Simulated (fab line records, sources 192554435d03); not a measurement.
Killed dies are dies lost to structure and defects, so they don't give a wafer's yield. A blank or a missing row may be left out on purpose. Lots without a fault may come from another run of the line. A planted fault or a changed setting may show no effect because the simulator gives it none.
fab line records | flow n5_finfet
record lots=7 wafers=21
route steps=1938 shown PASSIVATION@1931
start_h: hours from the record's first day to the start of the lot's first wafer shown | wait_h: hours since the lot's step before | " the same as in the row above | L1.1+2: a row that stands for several wafers | - no value, or no start given | * or withheld: withheld | < > ~ a bound
route shown NAME@n: a module of which the file shows steps, and the number in the route of the first | usual: mean/standard deviation of fault-free wafers | same: alike in all rows | chamber/n: place in a boat | sites: the reading at each site | _std_site: their standard deviation | _edge_site: outer sites' mean less inner sites' | radius_mm: how far each site lies from the wafer's centre | mask NAME#n: copy n | behind: the tool/chamber that last shaped the wafer | hold: why the lot was held/for how many hours/how that ended | device: the transistor (n, p or np) that didn't switch | end of line: the same wafers' tests at the end of the route | a step without rows: its recipe alone | killed: dies lost to structure and defects at the first sort, not the wafer's yield | map: a wafer's dies, x killed, . not, _ none there
set.NAME: the setting as run; set.NAME@STEP: as run at that earlier step | model.NAME: the simulator's own value behind a step, which no gauge read
lots whose settings were changed on purpose; a table a step, a row a wafer
## steps
# step N5_PASSIVATION_STRIP_48
# recipe chemistry=O2 power_w=600 temp_c=60 pressure_mtorr=30 rf_frequency_hz=6e+07 bias_power_w=0 overash_fraction=0.5 o2_flow_sccm=225
# columns lot.wafer tool chamber start_h wait_h set.power_w
L079.2+5 rie_diel-02 1,0 296.85 0.1 554.2
L079.6 " 1 " " 600
L080.1+3 rie_diel-02 2,0 308.96 0.1 600
L080.2 " 3 " " 688.9
L082.4+5 rie_diel-01 2,3 326.93 0.0 690.6
L082.6 " 0 " " 600
L088.1+2+5 rie_diel-01 2,3,2 354.14 0.1 600
L090.1+3+4 rie_diel-01 1,3,2 384.18 0.1 600
L094.2+3 rie_diel-04 1,2 399.74 0.1 600
L094.4 " 0 " " 687.3
L097.1 rie_diel-04 0 428.14 0.1 600
L097.2+4 " 1,3 " " 683.5
# step N5_PASSIVATION_STRIP_52
# recipe chemistry=post_etch_residue_remover time_s=1200 temp_c=72.5
# step N5_PASSIVATION_CLEAN_71
# recipe chemistry=IPA time_s=180 temp_c=25
# step N5_PASSIVATION_SRD_72
# recipe dry=ipa_marangoni time_s=30 temp_c=23 rinse_liquid=diw
# step N5_PASSIVATION_ANNEAL_56
# recipe temp_c=400 time_s=1800 ambient=FGA idle_temp_c=300 ramp_up_c_per_min=5 ramp_down_c_per_min=3
# step N5_PASSIVATION_PROBE_49
# usual defect_limited_yield=91.5/1.5 killed_at_M0_to_M3=32/10 killed_at_M4_up=13/4.9 killed_at_contacts=13/6.1 killed_at_front_end=38/11 killed_at_other=3/3.2 killed_dies=101/18 killed_open=66/13 killed_short=32/8.3 sort_bin_4_leakage=0.00/0.018 sort_bin_5_function=5.0/1 sort_bin_6_memory=3.2/0.74 sort_bin_8_speed=0.1/1.1 sort_n_pass=1078/22
# same gross_dies=1180 killed_at_back_side=0
# columns lot.wafer tool chamber start_h wait_h set.power_w@PASSIVATION_STRIP_48 defect_limited_yield[%] killed_at_M0_to_M3 killed_at_M4_up killed_at_contacts killed_at_front_end killed_at_other killed_dies killed_open killed_short sort_bin_4_leakage[%] sort_bin_5_function[%] sort_bin_6_memory[%] sort_bin_8_speed[%] sort_n_pass
L079.2 prober-02 - 299.39 0.1 554.2 89.9 26 34 15 36 8 119 65 36 0 6.8 2.9 0 1061
L079.5 prober-02 - 299.54 0.2 554.2 87.4 32 49 14 49 5 149 84 29 0 9.2 3.1 0 1031
L079.6 prober-02 - 299.59 0.3 600 16.9 30 11 28 909 3 981 85 32 0 79.2 3.6 0 199
L080.1 prober-01 - 311.47 0.0 600 88.7 36 13 6 75 3 133 87 39 0 6.9 4.0 0 1047
L080.2 prober-01 - 311.52 0.1 688.9 89.7 25 11 10 67 8 121 73 42 0 6.1 3.5 0 1059
L080.3 prober-01 - 311.57 0.1 600 89.4 38 17 12 54 4 125 78 32 0 6.5 3.0 0 1055
L082.4 prober-02 - 329.56 0.2 690.6 92.7 22 17 8 39 0 86 54 29 0 4.3 2.5 0 1094
L082.5 prober-02 - 329.61 0.2 690.6 91.8 42 15 10 30 0 97 44 44 0 5.1 2.5 0 1083
L082.6 prober-02 - 329.66 0.3 600 92.4 21 18 11 40 0 90 60 28 0 4.5 2.9 0.1 1089
L088.1 prober-01 - 356.65 0.0 600 90.8 28 14 23 39 5 109 72 26 0 5.4 2.9 0 1071
L088.2 prober-01 - 356.70 0.1 600 92.2 24 11 28 29 0 92 66 23 0 4.3 3.2 0 1088
L088.5 prober-01 - 356.85 0.2 600 90.6 32 21 17 35 6 111 66 41 0 4.7 4.4 0 1069
L090.1 prober-01 - 386.73 0.0 600 91.2 27 16 7 49 5 104 69 34 0 5.3 3.3 0 1076
L090.3 prober-01 - 386.83 0.1 600 91.0 27 19 5 53 2 106 66 33 0.25 4.5 3.8 0 1074
L090.4 prober-01 - 386.88 0.2 600 91.2 24 13 15 51 1 104 68 32 0.08 5.3 3.2 0 1076
L094.2 prober-01 - 402.30 0.1 600 93.9 27 18 5 20 2 72 52 19 0 2.5 3.3 0 1108
L094.3 prober-01 - 402.35 0.1 600 91.4 46 16 7 33 0 102 59 41 0 4.8 3.4 0 1078
L094.4 prober-01 - 402.40 0.2 687.3 0.6 36 16 10 1109 2 1173 77 28 0 96.0 3.2 0 7
L097.1 prober-02 - 430.63 0.0 600 92.0 38 13 6 36 1 94 51 39 0 4.5 2.8 0.3 1086
L097.2 prober-02 - 430.68 0.1 683.5 93.5 26 8 11 23 9 77 47 29 0 3.2 2.9 0 1103
L097.4 prober-02 - 430.78 0.2 683.5 90.3 43 17 9 44 2 115 73 38 0 5.5 3.7 0 1065
# killed by level:class
L079.2 BEOL_M15:area_etch=16 MOL_CONTACT_COAG:geometric_particle:open=12 BEOL_M0_SAQP:geometric_particle:open=11 FIN_SAQP:geometric_particle:short=10 BEOL_M0_SAQP:geometric_particle:short=8 BEOL_M4:geometric_particle:open=8 FIN_SAQP:geometric_particle:open=7 STI_FIN_REVEAL:geometric_particle:open=7
L079.5 BEOL_M15:area_etch=19 FIN_SAQP:geometric_particle:open=16 SD_EPI_N:area_etch=14 MOL_CONTACT_COAG:geometric_particle:open=12 BEOL_M4:geometric_particle:open=11 BEOL_M0_SAQP:geometric_particle:short=10 BEOL_M2:geometric_particle:open=9 BEOL_M0_SAQP:geometric_particle:open=6
L079.6 SD_EPI_N:area_etch=864 MOL_CONTACT_COAG:geometric_particle:open=21 FIN_SAQP:geometric_particle:open=17 STI_FIN_REVEAL:geometric_particle:open=9 MOL_CONTACT_COAG:geometric_particle:short=7 BEOL_M0_SAQP:geometric_particle:short=7 BEOL_M1:geometric_particle:open=6 BEOL_M2:geometric_particle:open=6
L080.1 STI_FIN_REVEAL:geometric_particle:open=29 FIN_SAQP:geometric_particle:open=10 FIN_SAQP:geometric_particle:short=10 BEOL_M0:geometric_particle:open=10 BEOL_M4:geometric_particle:open=9 BEOL_M0_SAQP:geometric_particle:short=8 BEOL_M0_SAQP:geometric_particle:open=7 GATE_CUT:geometric_particle:open=5
L080.2 FIN_SAQP:geometric_particle:open=22 FIN_SAQP:geometric_particle:short=12 STI_FIN_REVEAL:geometric_particle:open=10 GATE_CUT:geometric_particle:short=8 MOL_CONTACT_COAG:geometric_particle:open=8 BEOL_M2:geometric_particle:open=8 BEOL_M1:geometric_particle:open=6 GATE_CUT:geometric_particle:open=4
L080.3 FIN_SAQP:geometric_particle:open=24 BEOL_M0_SAQP:geometric_particle:open=9 FIN_SAQP:geometric_particle:short=7 MOL_CONTACT_COAG:geometric_particle:open=7 BEOL_M0_SAQP:geometric_particle:short=7 BEOL_M2:geometric_particle:open=7 HKMG_FIN:area_etch=7 MOL_CONTACT_COAG:geometric_particle:short=5
L082.4 FIN_SAQP:geometric_particle:short=10 BEOL_M4:geometric_particle:open=9 STI_FIN_REVEAL:geometric_particle:open=7 BEOL_M2:geometric_particle:open=7 FIN_SAQP:geometric_particle:open=6 DUMMY_GATE:geometric_particle:open=5 BEOL_M3:geometric_particle:open=5 MOL_CONTACT_COAG:geometric_particle:short=4
L082.5 BEOL_M0_SAQP:geometric_particle:short=12 BEOL_M0_SAQP:geometric_particle:open=10 FIN_SAQP:geometric_particle:short=9 MOL_CONTACT_COAG:geometric_particle:open=6 BEOL_M1:geometric_particle:open=5 BEOL_M3:geometric_particle:open=5 STI_FIN_REVEAL:geometric_particle:open=4 GATE_CUT:geometric_particle:short=4
L082.6 STI_FIN_REVEAL:geometric_particle:open=10 MOL_CONTACT_COAG:geometric_particle:open=10 BEOL_M4:geometric_particle:open=8 FIN_SAQP:geometric_particle:short=7 BEOL_M0_SAQP:geometric_particle:open=7 FIN_SAQP:geometric_particle:open=4 DUMMY_GATE:geometric_particle:open=4 FIN_CUT:geometric_particle:short=3
L088.1 MOL_CONTACT_COAG:geometric_particle:open=19 BEOL_M3:geometric_particle:open=14 FIN_SAQP:geometric_particle:short=11 HKMG_FIN:area_etch=8 STI_FIN_REVEAL:geometric_particle:open=7 FIN_SAQP:geometric_particle:open=5 BEOL_M0_SAQP:geometric_particle:open=4 MOL_CONTACT_COAG:geometric_particle:short=3
L088.2 MOL_CONTACT_COAG:geometric_particle:open=23 BEOL_M3:geometric_particle:open=7 FIN_SAQP:geometric_particle:short=6 FIN_SAQP:geometric_particle:open=6 STI_FIN_REVEAL:geometric_particle:short=5 BEOL_M0_SAQP:geometric_particle:open=5 MOL_CONTACT_COAG:geometric_particle:short=4 BEOL_M1:geometric_particle:open=4
L088.5 MOL_CONTACT_COAG:geometric_particle:open=14 BEOL_M3:geometric_particle:open=11 BEOL_M4:geometric_particle:open=8 STARTING-WAFER:geometric_particle:short=7 FIN_SAQP:geometric_particle:open=6 BEOL_M0_SAQP:geometric_particle:short=6 STI_FIN_REVEAL:geometric_particle:open=5 BEOL_M0_SAQP:geometric_particle:open=4
L090.1 FIN_SAQP:geometric_particle:short=12 STI_FIN_REVEAL:geometric_particle:open=10 FIN_SAQP:geometric_particle:open=8 BEOL_M2:geometric_particle:open=8 BEOL_M1:geometric_particle:open=7 BEOL_M4:geometric_particle:open=6 GATE_CUT:geometric_particle:short=5 MOL_CONTACT_COAG:geometric_particle:open=5
L090.3 STI_FIN_REVEAL:geometric_particle:open=19 GATE_CUT:geometric_particle:open=8 FIN_SAQP:geometric_particle:short=7 BEOL_M3:geometric_particle:open=7 BEOL_M4:geometric_particle:open=7 GATE_CUT:geometric_particle:short=6 BEOL_M2:geometric_particle:open=5 STI_FIN_REVEAL:geometric_particle:short=4
L090.4 STI_FIN_REVEAL:geometric_particle:open=13 MOL_CONTACT_COAG:geometric_particle:open=13 FIN_SAQP:geometric_particle:short=8 STARTING-WAFER:geometric_particle:open=6 FIN_SAQP:geometric_particle:open=5 BEOL_M0:geometric_particle:open=5 STI_FIN_REVEAL:geometric_particle:short=4 BEOL_M0_SAQP:geometric_particle:short=4
L094.2 BEOL_M4:geometric_particle:open=12 BEOL_M0_SAQP:geometric_particle:open=8 BEOL_M0_SAQP:geometric_particle:short=6 BEOL_M2:geometric_particle:open=5 DUMMY_GATE:geometric_particle:open=4 MOL_CONTACT_COAG:geometric_particle:open=4 BEOL_M3:geometric_particle:open=4 STI_FIN_REVEAL:geometric_particle:open=3
L094.3 BEOL_M0_SAQP:geometric_particle:short=11 FIN_SAQP:geometric_particle:short=9 BEOL_M0_SAQP:geometric_particle:open=9 BEOL_M2:geometric_particle:open=9 BEOL_M4:geometric_particle:open=7 BEOL_M1:geometric_particle:open=6 MOL_CONTACT_COAG:geometric_particle:open=5 FIN_SAQP:geometric_particle:open=4
L094.4 SD_EPI_N:area_etch=1067 FIN_SAQP:geometric_particle:open=15 BEOL_M1:geometric_particle:open=11 BEOL_M4:geometric_particle:open=10 FIN_SAQP:geometric_particle:short=9 MOL_CONTACT_COAG:geometric_particle:open=9 BEOL_M0_SAQP:geometric_particle:open=9 STARTING-WAFER:geometric_particle:open=5
L097.1 FIN_SAQP:geometric_particle:short=15 BEOL_M2:geometric_particle:open=10 FIN_SAQP:geometric_particle:open=5 MOL_CONTACT_COAG:geometric_particle:open=5 BEOL_M0_SAQP:geometric_particle:short=5 BEOL_M3:geometric_particle:open=5 BEOL_M2:geometric_particle:short=4 BEOL_M6:geometric_particle:open=4
L097.2 STI_FIN_REVEAL:geometric_particle:open=6 MOL_CONTACT_COAG:geometric_particle:open=6 BEOL_M0_SAQP:geometric_particle:open=6 BEOL_M2:geometric_particle:open=6 BEOL_M2:geometric_particle:short=6 MOL_CONTACT_COAG:geometric_particle:short=5 MIM_TOP:geometric_particle:short=5 FIN_SAQP:geometric_particle:short=3
L097.4 FIN_SAQP:geometric_particle:short=13 BEOL_M2:geometric_particle:open=12 FIN_SAQP:geometric_particle:open=11 BEOL_M3:geometric_particle:open=9 BEOL_M0_SAQP:geometric_particle:short=9 MOL_CONTACT_COAG:geometric_particle:open=8 BEOL_M0_SAQP:geometric_particle:open=8 BEOL_M5:geometric_particle:open=5
## key
split step=N5_PASSIVATION_STRIP_48 setting=power_w stated=600 by=wafer
response step=N5_PASSIVATION_PROBE_49 reading=defect_limited_yield shape=bent at_lowest=88.6 at_stated=85.5 at_highest=92.2
response step=N5_PASSIVATION_PROBE_49 reading=killed_at_front_end shape=bent at_lowest=42 at_stated=109 at_highest=34
response step=N5_PASSIVATION_PROBE_49 reading=killed_dies shape=bent at_lowest=134 at_stated=171 at_highest=92
response step=N5_PASSIVATION_PROBE_49 reading=sort_bin_5_function shape=bent at_lowest=8.0 at_stated=10.7 at_highest=4.7
response step=N5_PASSIVATION_PROBE_49 reading=sort_n_pass shape=bent at_lowest=1046 at_stated=1009 at_highest=1088
